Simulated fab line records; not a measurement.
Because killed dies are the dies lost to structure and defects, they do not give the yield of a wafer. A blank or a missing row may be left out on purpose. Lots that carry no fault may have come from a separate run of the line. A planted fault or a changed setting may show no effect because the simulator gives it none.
Split-lot experiment / flow n5 finfet / 21 wafers read across 7 lots, on a route 1938 steps long

## SPLIT DETAILS
At N5_BEOL_M5_DEP_56 (deposits SiCN from 3MS/NH3, target thk 8 nm, time 14 s), the setting time s was moved away from the recipe's 14 s on 8 of the 21 wafers read, by +5.0% to +12.9%. This setting was run at the recipe's value on the other wafers.

The split's own step is where the reading is taken.

## THE READING
SiCN_of_BEOL_M5_DEP_56.thk nm (the simulator's own value, which no gauge read), in nm, at N5_BEOL_M5_DEP_56 (deposits SiCN from 3MS/NH3, target thk 8 nm, time 14 s). There is no usual value for it anywhere in the file. Here, 13 wafers ran the recipe; their average is 8.0 nm with a standard deviation of 0.17 nm.

wafer=L075.2; tool, chamber at the split=pecvd-03, 2,0; time s as run, s=14; against the recipe=recipe; SiCN_of_BEOL_M5_DEP_56.thk nm, nm=7.8; against lot-mates on the recipe=-
wafer=L075.6; tool, chamber at the split=pecvd-03, 2,0; time s as run, s=14; against the recipe=recipe; SiCN_of_BEOL_M5_DEP_56.thk nm, nm=7.8; against lot-mates on the recipe=-
wafer=L075.5; tool, chamber at the split=pecvd-03, 2; time s as run, s=14; against the recipe=recipe; SiCN_of_BEOL_M5_DEP_56.thk nm, nm=8.2; against lot-mates on the recipe=-
wafer=L081.2; tool, chamber at the split=pecvd-02, 0; time s as run, s=14.7; against the recipe=+5.0%; SiCN_of_BEOL_M5_DEP_56.thk nm, nm=8.4; against lot-mates on the recipe=+0.4
wafer=L081.3; tool, chamber at the split=pecvd-02, 2; time s as run, s=14; against the recipe=recipe; SiCN_of_BEOL_M5_DEP_56.thk nm, nm=8; against lot-mates on the recipe=-
wafer=L081.6; tool, chamber at the split=pecvd-02, 0; time s as run, s=14.7; against the recipe=+5.0%; SiCN_of_BEOL_M5_DEP_56.thk nm, nm=8.6; against lot-mates on the recipe=+0.6
wafer=L083.1; tool, chamber at the split=pecvd-04, 2; time s as run, s=14; against the recipe=recipe; SiCN_of_BEOL_M5_DEP_56.thk nm, nm=8; against lot-mates on the recipe=-
wafer=L083.4; tool, chamber at the split=pecvd-04, 1,0; time s as run, s=14.97; against the recipe=+6.9%; SiCN_of_BEOL_M5_DEP_56.thk nm, nm=8.6; against lot-mates on the recipe=+0.6
wafer=L083.5; tool, chamber at the split=pecvd-04, 1,0; time s as run, s=14.97; against the recipe=+6.9%; SiCN_of_BEOL_M5_DEP_56.thk nm, nm=8.6; against lot-mates on the recipe=+0.6
wafer=L085.2; tool, chamber at the split=pecvd-04, 1; time s as run, s=14; against the recipe=recipe; SiCN_of_BEOL_M5_DEP_56.thk nm, nm=8; against lot-mates on the recipe=-
wafer=L085.5; tool, chamber at the split=pecvd-04, 2; time s as run, s=14; against the recipe=recipe; SiCN_of_BEOL_M5_DEP_56.thk nm, nm=8.2; against lot-mates on the recipe=-
wafer=L085.6; tool, chamber at the split=pecvd-04, 1; time s as run, s=14; against the recipe=recipe; SiCN_of_BEOL_M5_DEP_56.thk nm, nm=8.4; against lot-mates on the recipe=-
wafer=L087.3; tool, chamber at the split=pecvd-02, 0,1; time s as run, s=14; against the recipe=recipe; SiCN_of_BEOL_M5_DEP_56.thk nm, nm=8; against lot-mates on the recipe=-
wafer=L087.5; tool, chamber at the split=pecvd-02, 0,1; time s as run, s=14; against the recipe=recipe; SiCN_of_BEOL_M5_DEP_56.thk nm, nm=8; against lot-mates on the recipe=-
wafer=L087.6; tool, chamber at the split=pecvd-02, 2; time s as run, s=14; against the recipe=recipe; SiCN_of_BEOL_M5_DEP_56.thk nm, nm=8.2; against lot-mates on the recipe=-
wafer=L094.3; tool, chamber at the split=pecvd-03, 0; time s as run, s=15.02; against the recipe=+7.3%; SiCN_of_BEOL_M5_DEP_56.thk nm, nm=8.8; against lot-mates on the recipe=+0.8
wafer=L094.5; tool, chamber at the split=pecvd-03, 2; time s as run, s=15.02; against the recipe=+7.3%; SiCN_of_BEOL_M5_DEP_56.thk nm, nm=8.6; against lot-mates on the recipe=+0.6
wafer=L094.6; tool, chamber at the split=pecvd-03, 1; time s as run, s=14; against the recipe=recipe; SiCN_of_BEOL_M5_DEP_56.thk nm, nm=8; against lot-mates on the recipe=-
wafer=L095.1; tool, chamber at the split=pecvd-03, 0,2; time s as run, s=15.81; against the recipe=+12.9%; SiCN_of_BEOL_M5_DEP_56.thk nm, nm=8.8; against lot-mates on the recipe=+1.0
wafer=L095.5; tool, chamber at the split=pecvd-03, 0,2; time s as run, s=15.81; against the recipe=+12.9%; SiCN_of_BEOL_M5_DEP_56.thk nm, nm=8.8; against lot-mates on the recipe=+1.0
wafer=L095.4; tool, chamber at the split=pecvd-03, 1; time s as run, s=14; against the recipe=recipe; SiCN_of_BEOL_M5_DEP_56.thk nm, nm=7.8; against lot-mates on the recipe=-
Where a row lists several chambers, the file gives one row for several wafers and doesn't say which wafer went through which chamber.

FIT RESULTS
A straight line over all 21 wafers: SiCN_of_BEOL_M5_DEP_56.thk nm changes by +0.0694 nm for each +1% of time s; r = +0.88; the points scatter about the line by 0.17 nm.
The same after taking each lot's own level away (the mean of its wafers on the recipe; 21 wafers): +0.0827 nm for each +1%; r = +0.95; scatter 0.12 nm.
According to that fit, moving time s by its largest amount changes the reading by 1.1 nm.
Across the lots, their own levels run from 7.80 to 8.20 nm, a range of 2.3 times the standard deviation given above.
So the lot-to-lot level changes the slope: the two fits differ.
Check: with one of the wafers moved furthest among these (+12.9%) left out of the fit, the line predicts +1.12 nm for it against its lot-mates. It came out at +1 nm against them.

## OTHER SPLITS APPLIED TO THESE WAFERS
These wafers also went through other splits before the reading. Each is held against what the fit with the lots' levels taken away leaves over:
other split on the same wafers=N5_BEOL_M2_EXPOSE_08 dose mj; wafers away from the commonest value=7; r with SiCN_of_BEOL_M5_DEP_56.thk nm (lot level and that fit taken away)=-0.22
other split on the same wafers=N5_BEOL_M2_ETCH_69 bias w; wafers away from the commonest value=8; r with SiCN_of_BEOL_M5_DEP_56.thk nm (lot level and that fit taken away)=+0.10
other split on the same wafers=N5_BEOL_M2_ALD_98 ald cycles; wafers away from the commonest value=7; r with SiCN_of_BEOL_M5_DEP_56.thk nm (lot level and that fit taken away)=-0.41
other split on the same wafers=N5_BEOL_M3_ILD_DEP_00 time s; wafers away from the commonest value=7; r with SiCN_of_BEOL_M5_DEP_56.thk nm (lot level and that fit taken away)=+0.02
other split on the same wafers=N5_BEOL_M5_EXPOSE_08 dose mj; wafers away from the commonest value=8; r with SiCN_of_BEOL_M5_DEP_56.thk nm (lot level and that fit taken away)=-0.12
other split on the same wafers=N5_BEOL_M5_DESCUM_16 time s; wafers away from the commonest value=6; r with SiCN_of_BEOL_M5_DEP_56.thk nm (lot level and that fit taken away)=-0.27

## THE FILE'S OWN FIT
SiCN_of_BEOL_M5_DEP_56.thk nm changes by +0.0842 nm for each +1% of time s, r = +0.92.
